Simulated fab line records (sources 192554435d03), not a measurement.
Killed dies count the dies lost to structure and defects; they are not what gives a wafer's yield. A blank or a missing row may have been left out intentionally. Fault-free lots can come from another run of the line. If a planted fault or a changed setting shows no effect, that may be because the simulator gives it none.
fab line records | flow n5Finfet | part 1 of 2: steps 1 to 23 of 37
record lots=5 | wafers=15 | lastDay=16
route steps=1938 shown BEOL_M8@1400 BEOL_M9@1401
lots with no fault: from the same line, run without faults
startH: start of the lot's first displayed wafer, in hours after the record's first day | waitH: hours from the lot's prior step to this one | " the same as in the row above | L1.1+2: one row covering several wafers at once | - value missing, or start not given | * or withheld: withheld | < > ~ a bound
route shown NAME@n: names a module that has steps shown in the file, with the first one's number in the route | usual: the fault-free wafers' mean and standard deviation | same: alike in all rows | chamber/n: place in a boat | sites: per-site readings | _std_site: their standard deviation | _edge_site: mean of outer sites minus mean of inner sites | radiusMm: how far each site lies from the wafer's centre | mask NAME#n: copy n | behind: the most recent tool/chamber to have shaped the wafer | hold: what put the lot on hold/how long, in hours/how the hold closed | device: which transistor (n, p or np) failed to switch | end of line: the same wafers' tests at the end of the route | a step with no rows: only its recipe | killed: at the first sort, the dies lost to defects and structure; wafer yield is something else | map: a wafer's dies, marking killed ones x, the rest . and places with no die _
set.NAME: the run value of the setting; set.NAME@STEP: its run value at that earlier step | model.NAME: the simulator's own value behind a step, which no gauge read
certain route steps with their lots: each step a table, each wafer a row
services: the hour from which a tool's chamber was out of use, counted from the record's first day as startH (under 0 if before that day), plus the number of hours and why
## steps
# step N5_BEOL_M8_INSPECT_58
# recipe inspectInstrument=darkfield | mode=postDep
# usual rawDefectCount=64/23
lot.wafer | tool             | chamber | startH | waitH | rawDefectCount
L079.3    | defectInspect-01 | -       | 231.45 | 0.0   | 66
L079.4    | "                | -       | "      | "     | 69
L079.5    | "                | -       | "      | "     | 49
L080.3    | defectInspect-01 | -       | 238.16 | 0.0   | 69
L080.5    | "                | -       | "      | "     | 56
L080.6    | "                | -       | "      | "     | 88
L082.3    | defectInspect-02 | -       | 245.32 | 0.0   | 71
L082.4    | "                | -       | "      | "     | 61
L082.5    | "                | -       | "      | "     | 55
L093.2    | defectInspect-01 | -       | 318.00 | 0.0   | 69
L093.3    | "                | -       | "      | "     | 53
L093.4    | "                | -       | "      | "     | 38
L094.1    | defectInspect-02 | -       | 326.68 | 0.0   | 53
L094.3    | "                | -       | "      | "     | 59
L094.5    | "                | -       | "      | "     | 78
# step N5_BEOL_M9_ILD_DEP_00
# recipe material=SiCOH_lowk | targetThkA=3085.1 | tempC=300 | precursor=DEMS/porogen | pressureTorr=5 | rfW=500 | timeS=58
# usual heaterPowerW=284/51 | showerheadPlenumPTorr=5.743/0.016 | throttleValvePct=14.3/0.88
lot.wafer | tool     | chamber | startH | waitH | heaterPowerW | showerheadPlenumPTorr | throttleValvePct
L079.3    | pecvd-03 | 1       | 231.49 | 0.0   | 298          | 5.738                 | 14.8
L079.4    | "        | 1       | "      | "     | 317          | 5.742                 | 14.7
L079.5    | "        | 0       | "      | "     | 254          | 5.756                 | 14.4
L080.3    | pecvd-03 | 2       | 238.20 | 0.0   | 252          | 5.741                 | 13.2
L080.5    | "        | 2       | "      | "     | 255          | 5.746                 | 13.3
L080.6    | "        | 1       | "      | "     | 282          | 5.737                 | 14.7
L082.3    | pecvd-03 | 2       | 245.37 | 0.1   | 221          | 5.760                 | 13.4
L082.4    | "        | 2       | "      | "     | 233          | 5.740                 | 13.2
L082.5    | "        | 1       | "      | "     | 289          | 5.733                 | 15.0
L093.2    | pecvd-02 | 1       | 318.03 | 0.0   | 339          | 5.730                 | 14.2
L093.3    | "        | 2       | "      | "     | 376          | 5.719                 | 13.7
L093.4    | "        | 2       | "      | "     | 375          | 5.729                 | 13.8
L094.1    | pecvd-01 | 1       | 326.72 | 0.0   | 371          | 5.768                 | 16.1
L094.3    | "        | 0       | "      | "     | 211          | 5.710                 | 13.9
L094.5    | "        | 1       | "      | "     | 297          | 5.766                 | 16.2
# step N5_BEOL_M9_CURE_71
# recipe tempC=385 | timeS=240 | ambient=He/Ar | material=SiCOH_lowk
# usual lampPowerPct=52.30/0.055 | wafer_temp_C_max=386.8/0.67
lot.wafer | tool      | chamber | startH | waitH | lampPowerPct | wafer_temp_C_max
L079.3    | uvCure-02 | 2       | 231.72 | 0.2   | 52.29        | 387.9
L079.4    | "         | 2       | "      | "     | 52.31        | 386.6
L079.5    | "         | 2       | "      | "     | 52.22        | 386.8
L080.3    | uvCure-01 | 0       | 238.44 | 0.2   | 52.29        | 387.1
L080.5    | "         | 0       | "      | "     | 52.31        | 386.4
L080.6    | "         | 0       | "      | "     | 52.34        | 386.3
L082.3    | uvCure-03 | 2       | 245.61 | 0.2   | 52.39        | 386.9
L082.4    | "         | 2       | "      | "     | 52.38        | 386.9
L082.5    | "         | 2       | "      | "     | 52.36        | 386.8
L093.2    | uvCure-02 | 0       | 318.19 | 0.1   | 52.26        | 386.1
L093.3    | "         | 0       | "      | "     | 52.26        | 386.4
L093.4    | "         | 0       | "      | "     | 52.26        | 386.2
L094.1    | uvCure-01 | 0       | 326.80 | 0.0   | 52.17        | 386.1
L094.3    | "         | 0       | "      | "     | 52.32        | 387.5
L094.5    | "         | 0       | "      | "     | 52.35        | 386.5
# step N5_BEOL_M9_THK_MEAS_01
# recipe reads=SiCOH_lowk_of_BEOL_M9_ILD_DEP_00
# usual M9_ILD_THK=268/4
lot.wafer | tool         | chamber | startH | waitH | M9_ILD_THK[nm]
L079.3    | filmMetro-02 | -       | 232.08 | 0.3   | 264
L079.4    | "            | -       | "      | "     | 270
L079.5    | "            | -       | "      | "     | 269
L080.3    | filmMetro-02 | -       | 238.80 | 0.3   | 260
L080.5    | "            | -       | "      | "     | 264
L080.6    | "            | -       | "      | "     | 270
L082.3    | filmMetro-02 | -       | 245.96 | 0.3   | 264
L082.4    | "            | -       | "      | "     | 271
L082.5    | "            | -       | "      | "     | 272
L093.2    | filmMetro-01 | -       | 318.62 | 0.4   | 268
L093.3    | "            | -       | "      | "     | 265
L093.4    | "            | -       | "      | "     | 271
L094.1    | filmMetro-02 | -       | 327.32 | 0.4   | 269
L094.3    | "            | -       | "      | "     | 269
L094.5    | "            | -       | "      | "     | 278
# step N5_BEOL_M9_PECVD_70
# recipe material=SiO2 | targetThkA=200 | tempC=400 | precursor=TEOS/O2 | pressureTorr=5.5 | rfW=450 | teosFlowSccm=53.8 | gas=O2 | flowSccm=3000 | timeS=22.7
# usual heaterPowerW=701/110 | showerheadPlenumPTorr=8.79/0.063 | throttleValvePct=23.2/1.4
lot.wafer | tool     | chamber | startH | waitH | heaterPowerW | showerheadPlenumPTorr | throttleValvePct
L079.3    | pecvd-01 | 1       | 232.11 | 0.0   | 776          | 8.92                  | 26.1
L079.4    | "        | 0       | "      | "     | 499          | 8.71                  | 22.2
L079.5    | "        | 2       | "      | "     | 659          | 8.77                  | 21.7
L080.3    | pecvd-03 | 0       | 238.83 | 0.0   | 672          | 8.82                  | 22.8
L080.5    | "        | 1       | "      | "     | 699          | 8.81                  | 23.5
L080.6    | "        | 2       | "      | "     | 626          | 8.83                  | 21.8
L082.3    | pecvd-03 | 1       | 246.00 | 0.0   | 718          | 8.78                  | 23.5
L082.4    | "        | 0       | "      | "     | 618          | 8.82                  | 22.8
L082.5    | "        | 1       | "      | "     | 737          | 8.78                  | 23.5
L093.2    | pecvd-01 | 2       | 318.66 | 0.0   | 660          | 8.78                  | 22.5
L093.3    | "        | 0       | "      | "     | 573          | 8.70                  | 22.3
L093.4    | "        | 0       | "      | "     | 568          | 8.70                  | 22.5
L094.1    | pecvd-01 | 1       | 327.36 | 0.0   | 745          | 8.90                  | 26.1
L094.3    | "        | 0       | "      | "     | 531          | 8.68                  | 22.4
L094.5    | "        | 2       | "      | "     | 618          | 8.79                  | 22.4
# step N5_BEOL_M9_HM_DEP_02
# recipe material=TiN | targetThkA=200 | tempC=25 | chamberPressurePa=0.49996
# usual throttleValvePct=29.7/0.9
lot.wafer | tool          | chamber | startH | waitH | throttleValvePct
L079.3    | pvdSputter-02 | -       | 234.20 | 2.1   | 28.7
L079.4    | "             | -       | "      | "     | 29.3
L079.5    | "             | -       | "      | "     | 29.5
L080.3    | pvdSputter-03 | -       | 240.92 | 2.1   | 29.9
L080.5    | "             | -       | "      | "     | 27.9
L080.6    | "             | -       | "      | "     | 29.7
L082.3    | pvdSputter-03 | -       | 247.30 | 1.3   | 27.6
L082.4    | "             | -       | "      | "     | 29.6
L082.5    | "             | -       | "      | "     | 29.7
L093.2    | pvdSputter-03 | -       | 319.44 | 0.8   | 27.5
L093.3    | "             | -       | "      | "     | 29.6
L093.4    | "             | -       | "      | "     | 30.5
L094.1    | pvdSputter-01 | -       | 327.62 | 0.2   | 28.5
L094.3    | "             | -       | "      | "     | 30.7
L094.5    | "             | -       | "      | "     | 28.7
# step N5_BEOL_M9_COAT_59
# recipe resist=SOC | tempC=250 | timeS=60 | spinRpm=1500 | resistThkNm=100
lot.wafer  | tool          | chamber | startH | waitH
L079.3+4+5 | lithoTrack-04 | 0       | 234.33 | 0.1
L080.3+5+6 | lithoTrack-04 | 0       | 241.04 | 0.1
L082.3+4+5 | lithoTrack-02 | 0       | 247.42 | 0.1
L093.2+3+4 | lithoTrack-02 | 0       | 319.57 | 0.1
L094.1+3+5 | lithoTrack-05 | 0       | 327.74 | 0.1
# step N5_BEOL_M9_COAT_60
# recipe resist=SiARC | tempC=220 | timeS=60 | spinRpm=1500 | resistThkNm=30
lot.wafer  | tool          | chamber | startH | waitH
L079.3+4+5 | lithoTrack-04 | 0       | -      | -
L080.3+5+6 | lithoTrack-04 | 0       | -      | -
L082.3+4+5 | lithoTrack-02 | 0       | -      | -
L093.2+3+4 | lithoTrack-02 | 0       | -      | -
L094.1+3+5 | lithoTrack-05 | 0       | -      | -
# step N5_BEOL_M9_COAT_05
# recipe resist=CAR-ArF | spinRpm=1500 | resistThkNm=90
lot.wafer  | tool          | chamber | startH | waitH
L079.3+4+5 | lithoTrack-04 | 0       | -      | -
L080.3+5+6 | lithoTrack-04 | 0       | -      | -
L082.3+4+5 | lithoTrack-02 | 0       | -      | -
L093.2+3+4 | lithoTrack-02 | 0       | -      | -
L094.1+3+5 | lithoTrack-05 | 0       | -      | -
# step N5_BEOL_M9_EBR_07
# recipe solvent=PGMEA | ebrWidthMm=1.5
lot.wafer  | tool          | chamber | startH | waitH
L079.3+4+5 | lithoTrack-04 | 0       | -      | -
L080.3+5+6 | lithoTrack-04 | 0       | -      | -
L082.3+4+5 | lithoTrack-02 | 0       | -      | -
L093.2+3+4 | lithoTrack-02 | 0       | -      | -
L094.1+3+5 | lithoTrack-05 | 0       | -      | -
# step N5_BEOL_M9_SOFTBAKE_06
# recipe tempC=110 | timeS=60 | resist=CAR-ArF
lot.wafer  | tool          | chamber | startH | waitH
L079.3+4+5 | lithoTrack-04 | 0       | -      | -
L080.3+5+6 | lithoTrack-04 | 0       | -      | -
L082.3+4+5 | lithoTrack-02 | 0       | -      | -
L093.2+3+4 | lithoTrack-02 | 0       | -      | -
L094.1+3+5 | lithoTrack-05 | 0       | -      | -
# step N5_BEOL_M9_EXPOSE_08
# recipe maskId=M9 | na=1.35 | sourceShape=dipole | sigmaInner=0.411 | sigmaOuter=0.611 | polarization=te | doseMj=53.75
lot.wafer  | tool           | chamber | startH | waitH | mask
L079.3+4+5 | arfiScanner-03 | 0       | 234.59 | -     | M9#0
L080.3+5+6 | arfiScanner-02 | 0       | 241.30 | -     | M9#0
L082.3+4+5 | arfiScanner-03 | 0       | 247.55 | -     | M9#0
L093.2+3+4 | arfiScanner-02 | 0       | 319.82 | -     | M9#0
L094.1+3+5 | arfiScanner-01 | 0       | 327.99 | -     | M9#0
# step N5_BEOL_M9_PEB_09
# recipe pebTempC=withheld | pebTimeS=60 | resist=CAR-ArF
lot.wafer  | tool          | chamber | startH | waitH
L079.3+4+5 | lithoTrack-02 | 0       | 234.64 | 0.0
L080.3+5+6 | lithoTrack-05 | 0       | 241.35 | 0.0
L082.3+4+5 | lithoTrack-02 | 0       | 247.60 | 0.0
L093.2+3+4 | lithoTrack-04 | 0       | 319.87 | 0.0
L094.1+3+5 | lithoTrack-02 | 0       | 328.04 | 0.1
# step N5_BEOL_M9_DEVELOP_10
# recipe developTimeS=30 | developer=TMAH | resist=CAR-ArF | rinseLiquid=diw | dry=airSpin | devTempC=23
# same developTimeS=30
lot.wafer  | tool          | chamber | startH | waitH
L079.3+4+5 | lithoTrack-02 | 0       | -      | -
L080.3+5+6 | lithoTrack-05 | 0       | -      | -
L082.3+4+5 | lithoTrack-02 | 0       | -      | -
L093.2+3+4 | lithoTrack-04 | 0       | -      | -
L094.1+3+5 | lithoTrack-02 | 0       | -      | -
# step N5_BEOL_M9_CD_MEAS_11
# recipe targetCdNm=64.1 | landingEnergyEv=500 | detector=seInlens | polarity=opening
# usual cdNm=64.4/0.68
lot.wafer | tool     | chamber | startH | waitH | cdNm
L079.3    | cdSem-01 | 0       | 234.70 | -     | 63.2
L079.4    | "        | 0       | "      | "     | 64.2
L079.5    | "        | 0       | "      | "     | 65.1
L080.3    | cdSem-02 | 0       | 241.42 | -     | 64.3
L080.5    | "        | 0       | "      | "     | 64.4
L080.6    | "        | 0       | "      | "     | 65.1
L082.3    | cdSem-01 | 0       | 247.67 | -     | 64.6
L082.4    | "        | 0       | "      | "     | 63.8
L082.5    | "        | 0       | "      | "     | 63.4
L093.2    | cdSem-03 | 0       | 319.94 | -     | 64.7
L093.3    | "        | 0       | "      | "     | 63.9
L093.4    | "        | 0       | "      | "     | 64.0
L094.1    | cdSem-01 | 0       | 328.11 | -     | 63.5
L094.3    | "        | 0       | "      | "     | 63.3
L094.5    | "        | 0       | "      | "     | 64.5
# step N5_BEOL_M9_OVL_MEAS_12
# recipe pointsPerWafer=44
# usual M9_OVL=0.1/0.87
lot.wafer | tool       | chamber | startH | waitH | M9_OVL[nm]
L079.3    | overlay-01 | 0       | 234.73 | 0.0   | -0.2
L079.4    | "          | 0       | "      | "     | -1.4
L079.5    | "          | 0       | "      | "     | -0.4
L080.3    | overlay-01 | 0       | 241.44 | 0.0   | -0.7
L080.5    | "          | 0       | "      | "     | 0.2
L080.6    | "          | 0       | "      | "     | 0.9
L082.3    | overlay-01 | 0       | 247.70 | 0.0   | 0.3
L082.4    | "          | 0       | "      | "     | 0.0
L082.5    | "          | 0       | "      | "     | -0.1
L093.2    | overlay-02 | 0       | 319.97 | 0.0   | -0.6
L093.3    | "          | 0       | "      | "     | -0.2
L093.4    | "          | 0       | "      | "     | -0.2
L094.1    | overlay-01 | 0       | 328.14 | 0.0   | 2.1
L094.3    | "          | 0       | "      | "     | 3.0
L094.5    | "          | 0       | "      | "     | 1.7
# step N5_BEOL_M9_INSPECT_13
# recipe mode=adi | inspectInstrument=brightfield
# usual rawDefectCount=375/84
lot.wafer | tool             | chamber | startH | waitH | rawDefectCount
L079.3    | defectInspect-02 | -       | 234.76 | 0.0   | 436
L079.4    | "                | -       | "      | "     | 466
L079.5    | "                | -       | "      | "     | 415
L080.3    | defectInspect-01 | -       | 241.47 | 0.0   | 388
L080.5    | "                | -       | "      | "     | 259
L080.6    | "                | -       | "      | "     | 318
L082.3    | defectInspect-01 | -       | 247.72 | 0.0   | 264
L082.4    | "                | -       | "      | "     | 284
L082.5    | "                | -       | "      | "     | 238
L093.2    | defectInspect-01 | -       | 319.99 | 0.0   | 443
L093.3    | "                | -       | "      | "     | 340
L093.4    | "                | -       | "      | "     | 344
L094.1    | defectInspect-01 | -       | 328.17 | 0.0   | 398
L094.3    | "                | -       | "      | "     | 297
L094.5    | "                | -       | "      | "     | 383
# step N5_BEOL_M9_DESCUM_16
# recipe chemistry=O2 | timeS=7.9 | sourcePowerW=50 | biasPowerW=20 | pressureMtorr=20 | rfFrequencyHz=2.712e+07 | tempC=40 | resist=CAR-ArF | o2FlowSccm=225
# usual drypumpMotorCurrentA=5.6/0.41 | o2FlowSccm=225.1/0.69 | oesProductAu=0.79/0.063 | rfVppV=243.3/1.5 | showerheadPlenumPTorr=2.10/0.078 | throttleValvePct=20.37/0.19
lot.wafer | tool       | chamber | startH | waitH | drypumpMotorCurrentA | o2FlowSccm | oesProductAu | rfHoursCounterH | rfVppV | showerheadPlenumPTorr | throttleValvePct
L079.3    | rieDiel-05 | 3       | 235.32 | 0.6   | 5.2                  | 225.8      | 0.82         | 62              | 244.2  | 2.13                  | 20.42
L079.4    | "          | 2       | "      | "     | 5.1                  | 225.0      | 0.82         | 83              | 245.0  | 2.21                  | 20.36
L079.5    | "          | 0       | "      | "     | 6.1                  | 226.0      | 0.81         | -               | 242.7  | 2.11                  | 20.32
L080.3    | rieDiel-05 | 0       | 241.50 | 0.0   | 6.0                  | 224.2      | 0.81         | 87              | 244.8  | 2.11                  | 20.31
L080.5    | "          | 3       | "      | "     | 5.2                  | 225.4      | 0.81         | -               | 243.9  | 2.13                  | 20.42
L080.6    | "          | 2       | "      | "     | 5.1                  | 226.8      | 0.81         | -               | 244.8  | 2.21                  | 20.37
L082.3    | rieDiel-06 | 0       | 247.92 | 0.2   | 5.7                  | 225.5      | 0.90         | 35              | 243.5  | 2.11                  | 20.07
L082.4    | "          | 0       | "      | "     | 5.7                  | 224.0      | 0.91         | -               | 244.6  | 2.11                  | 20.06
L082.5    | "          | 3       | "      | "     | 5.9                  | 225.9      | 0.78         | -               | 240.1  | 1.92                  | 20.13
L093.2    | rieDiel-02 | 0       | 320.03 | 0.0   | 5.1                  | 224.6      | 0.71         | 212             | 243.3  | 2.08                  | 20.55
L093.3    | "          | 1       | "      | "     | 6.0                  | 225.6      | 0.74         | 189             | 242.0  | 1.98                  | 20.06
L093.4    | "          | 2       | "      | "     | 5.9                  | 224.8      | 0.69         | 242             | 242.7  | 2.04                  | 20.56
L094.1    | rieDiel-02 | 0       | 328.20 | 0.0   | 5.0                  | 225.2      | 0.72         | 216             | 242.4  | 2.08                  | 20.56
L094.3    | "          | 1       | "      | "     | 6.0                  | 224.4      | 0.74         | 191             | 242.3  | 1.98                  | 20.04
L094.5    | "          | 0       | "      | "     | 5.1                  | 224.5      | 0.72         | -               | 242.0  | 2.08                  | 20.55
# step N5_BEOL_M9_ETCH_61
# recipe chemistry=CF4 | target=SiARC | targetDepthA=390 | maskMaterial=CAR-ArF | timeS=65 | ionEnergyEv=80 | pressureMtorr=40 | sourceW=545 | biasW=36 | Ar_flow_sccm=100 | cf4FlowSccm=100 | ends=cleared
# usual drypumpMotorCurrentA=5.6/0.41 | etchRfOnTimeS=65.2/2 | oesProductAu=0.67/0.055 | rfVppV=184.2/1.3 | showerheadPlenumPTorr=2.14/0.065 | throttleValvePct=15.52/0.12
lot.wafer | tool       | chamber | startH | waitH | drypumpMotorCurrentA | etchRfOnTimeS | oesProductAu | rfHoursCounterH | rfVppV | showerheadPlenumPTorr | throttleValvePct
L079.3    | rieDiel-05 | 3       | 235.36 | 0.0   | 5.2                  | 67.9          | 0.71         | 62              | 182.4  | 2.16                  | 15.41
L079.4    | "          | 2       | "      | "     | 5.1                  | 64.9          | 0.70         | 83              | 186.1  | 2.23                  | 15.37
L079.5    | "          | 0       | "      | "     | 6.1                  | 65.3          | 0.69         | -               | 184.8  | 2.15                  | 15.47
L080.3    | rieDiel-05 | 0       | 241.54 | 0.0   | 6.0                  | 65.3          | 0.70         | 87              | 183.9  | 2.15                  | 15.48
L080.5    | "          | 3       | "      | "     | 5.2                  | 68.7          | 0.69         | -               | 185.0  | 2.16                  | 15.43
L080.6    | "          | 2       | "      | "     | 5.1                  | 64.4          | 0.70         | -               | 186.1  | 2.23                  | 15.35
L082.3    | rieDiel-06 | 0       | 247.95 | 0.0   | 5.6                  | 64.8          | 0.77         | 35              | 185.0  | 2.18                  | 15.39
L082.4    | "          | 0       | "      | "     | 5.6                  | 64.6          | 0.77         | -               | 183.9  | 2.18                  | 15.37
L082.5    | "          | 3       | "      | "     | 5.9                  | 62.8          | 0.67         | -               | 181.2  | 1.99                  | 15.40
L093.2    | rieDiel-02 | 0       | 320.06 | 0.0   | 5.0                  | 65.7          | 0.60         | 212             | 181.8  | 2.12                  | 15.70
L093.3    | "          | 1       | "      | "     | 6.0                  | 64.5          | 0.64         | 189             | 183.4  | 2.05                  | 15.46
L093.4    | "          | 2       | "      | "     | 5.9                  | 68.5          | 0.58         | 242             | 184.2  | 2.09                  | 15.72
L094.1    | rieDiel-02 | 0       | 328.24 | 0.0   | 5.0                  | 66.1          | 0.60         | 216             | 184.8  | 2.12                  | 15.71
L094.3    | "          | 1       | "      | "     | 6.0                  | 64.5          | 0.63         | 191             | 183.6  | 2.05                  | 15.48
L094.5    | "          | 0       | "      | "     | 5.0                  | 66.3          | 0.60         | -               | 183.3  | 2.12                  | 15.70
# step N5_BEOL_M9_ETCH_62
# recipe chemistry=N2/H2 | target=SOC | targetDepthA=1100 | overetchA=220 | maskMaterial=SiARC | tempC=40 | timeS=165 | ionEnergyEv=200 | pressureMtorr=30 | sourceW=840 | biasW=150 | n2FlowSccm=200 | h2FlowSccm=200
# usual drypumpMotorCurrentA=5.6/0.41 | oesProductAu=0.67/0.054 | rfVppV=524.2/2.5 | showerheadPlenumPTorr=2.55/0.097 | throttleValvePct=17.79/0.22
lot.wafer | tool       | chamber | startH | waitH | drypumpMotorCurrentA | oesProductAu | rfHoursCounterH | rfVppV | showerheadPlenumPTorr | throttleValvePct
L079.3    | rieDiel-05 | 3       | 235.41 | 0.0   | 5.1                  | 0.72         | 62              | 524.2  | 2.60                  | 17.94
L079.4    | "          | 2       | "      | "     | 5.1                  | 0.70         | 83              | 528.0  | 2.69                  | 17.75
L079.5    | "          | 0       | "      | "     | 6.1                  | 0.69         | -               | 524.0  | 2.58                  | 17.74
L080.3    | rieDiel-05 | 0       | 241.59 | 0.0   | 6.1                  | 0.69         | 87              | 522.9  | 2.58                  | 17.74
L080.5    | "          | 3       | "      | "     | 5.2                  | 0.72         | -               | 524.5  | 2.60                  | 17.94
L080.6    | "          | 2       | "      | "     | 5.1                  | 0.70         | -               | 527.5  | 2.69                  | 17.74
L082.3    | rieDiel-06 | 0       | 248.00 | 0.0   | 5.7                  | 0.77         | 35              | 523.9  | 2.59                  | 17.53
L082.4    | "          | 0       | "      | "     | 5.6                  | 0.76         | -               | 525.1  | 2.59                  | 17.53
L082.5    | "          | 3       | "      | "     | 5.9                  | 0.65         | -               | 518.5  | 2.32                  | 17.44
L093.2    | rieDiel-02 | 0       | 320.11 | 0.0   | 5.0                  | 0.60         | 213             | 524.0  | 2.50                  | 17.72
L093.3    | "          | 1       | "      | "     | 6.0                  | 0.63         | 189             | 520.7  | 2.40                  | 17.53
L093.4    | "          | 2       | "      | "     | 5.9                  | 0.59         | 243             | 523.7  | 2.49                  | 17.98
L094.1    | rieDiel-02 | 0       | 328.29 | 0.0   | 5.0                  | 0.60         | 216             | 524.0  | 2.50                  | 17.73
L094.3    | "          | 1       | "      | "     | 6.0                  | 0.63         | 191             | 521.9  | 2.40                  | 17.52
L094.5    | "          | 0       | "      | "     | 5.0                  | 0.60         | -               | 524.0  | 2.50                  | 17.72
# step N5_BEOL_M9_STRIP_68
# recipe chemistry=N2/H2 | tempC=40 | n2FlowSccm=200 | h2FlowSccm=200 | rfFrequencyHz=6e+07
lot.wafer  | tool       | chamber | startH | waitH
L079.3+4+5 | rieDiel-05 | 3,2,0   | 235.54 | 0.1
L080.3+5+6 | rieDiel-05 | 0,3,2   | 241.72 | 0.1
L082.3+4+5 | rieDiel-06 | 0,0,3   | 248.14 | 0.1
L093.2+3+4 | rieDiel-02 | 0,1,2   | 320.25 | 0.1
L094.1+3+5 | rieDiel-02 | 0,1,0   | 328.42 | 0.1
# step N5_BEOL_M9_STRIP_67
# recipe chemistry=CF4 | resist=SiARC | powerW=300 | biasPowerW=75 | pressureMtorr=50 | cf4FlowSccm=150 | rfFrequencyHz=6e+07
# usual drypumpMotorCurrentA=5.6/0.41 | oesProductAu=0.79/0.063 | rfVppV=271.3/1.5 | showerheadPlenumPTorr=1.79/0.054 | throttleValvePct=13.48/0.12
lot.wafer | tool       | chamber | startH | waitH | drypumpMotorCurrentA | oesProductAu | rfHoursCounterH | rfVppV | showerheadPlenumPTorr | throttleValvePct
L079.3    | rieDiel-05 | 3       | 235.55 | 0.0   | 5.2                  | 0.84         | 62              | 271.8  | 1.80                  | 13.34
L079.4    | "          | 2       | "      | "     | 5.1                  | 0.83         | 83              | 273.7  | 1.87                  | 13.33
L079.5    | "          | 0       | "      | "     | 6.1                  | 0.82         | -               | 270.4  | 1.80                  | 13.44
L080.3    | rieDiel-05 | 0       | 241.73 | 0.0   | 6.0                  | 0.82         | 87              | 271.9  | 1.80                  | 13.43
L080.5    | "          | 3       | "      | "     | 5.2                  | 0.84         | -               | 270.5  | 1.80                  | 13.36
L080.6    | "          | 2       | "      | "     | 5.1                  | 0.81         | -               | 273.2  | 1.87                  | 13.33
L082.3    | rieDiel-06 | 0       | 248.15 | 0.0   | 5.7                  | 0.90         | 35              | 272.1  | 1.83                  | 13.34
L082.4    | "          | 0       | "      | "     | 5.6                  | 0.90         | -               | 272.0  | 1.83                  | 13.32
L082.5    | "          | 3       | "      | "     | 5.9                  | 0.78         | -               | 267.8  | 1.67                  | 13.38
L093.2    | rieDiel-02 | 0       | 320.26 | 0.0   | 5.1                  | 0.72         | 213             | 270.1  | 1.77                  | 13.65
L093.3    | "          | 1       | "      | "     | 6.0                  | 0.74         | 189             | 268.8  | 1.71                  | 13.45
L093.4    | "          | 2       | "      | "     | 5.9                  | 0.70         | 243             | 272.1  | 1.74                  | 13.69
L094.1    | rieDiel-02 | 0       | 328.43 | 0.0   | 5.0                  | 0.72         | 216             | 270.0  | 1.77                  | 13.69
L094.3    | "          | 1       | "      | "     | 6.0                  | 0.74         | 191             | 269.4  | 1.71                  | 13.46
L094.5    | "          | 0       | "      | "     | 5.1                  | 0.71         | -               | 272.2  | 1.77                  | 13.67
# step N5_BEOL_M9_HM_OPEN_17
# recipe chemistry=Cl2/BCl3 | targetDepthA=200 | overetchA=60 | target=TiN | maskMaterial=SOC | ionEnergyEv=150 | pressureMtorr=10 | icpW=1000 | biasW=126 | Cl2_flow_sccm=53.25 | bcl3FlowSccm=21.75 | Ar_flow_sccm=25
# usual drypumpMotorCurrentA=5.8/0.58 | mfcCl2Sccm=53.27/0.16 | oesProductAu=0.65/0.068 | throttleValvePct=22.30/0.1
lot.wafer | tool        | chamber | startH | waitH | drypumpMotorCurrentA | mfcCl2Sccm | oesProductAu | rfHoursCounterH | throttleValvePct
L079.3    | rieMetal-01 | 0       | 235.63 | 0.1   | 5.4                  | 53.29      | 0.68         | -               | 22.31
L079.4    | "           | 1       | "      | "     | 5.5                  | 53.25      | 0.56         | -               | 22.26
L079.5    | "           | 0       | "      | "     | 5.4                  | 53.05      | 0.68         | -               | 22.31
L080.3    | rieMetal-03 | 0       | 241.80 | 0.1   | 5.2                  | 53.10      | 0.67         | -               | 22.17
L080.5    | "           | 0       | "      | "     | 5.2                  | 53.06      | 0.67         | -               | 22.16
L080.6    | "           | 1       | "      | "     | 6.6                  | 53.39      | 0.66         | -               | 22.37
L082.3    | rieMetal-02 | 0       | 248.22 | 0.1   | 5.5                  | 52.90      | 0.51         | -               | 22.31
L082.4    | "           | 1       | "      | "     | 6.4                  | 53.03      | 0.77         | -               | 22.48
L082.5    | "           | 1       | "      | "     | 6.4                  | 53.26      | 0.76         | -               | 22.49
L093.2    | rieMetal-03 | 0       | 320.30 | 0.0   | 5.2                  | 53.16      | 0.65         | 41              | 22.18
L093.3    | "           | 1       | "      | "     | 6.7                  | 53.21      | 0.64         | -               | 22.38
L093.4    | "           | 0       | "      | "     | 5.2                  | 53.41      | 0.66         | -               | 22.17
L094.1    | rieMetal-03 | 1       | 328.47 | 0.0   | 6.6                  | 53.04      | 0.64         | 52              | 22.40
L094.3    | "           | 0       | "      | "     | 5.2                  | 53.04      | 0.66         | -               | 22.18
L094.5    | "           | 0       | "      | "     | 5.2                  | 53.26      | 0.66         | -               | 22.17
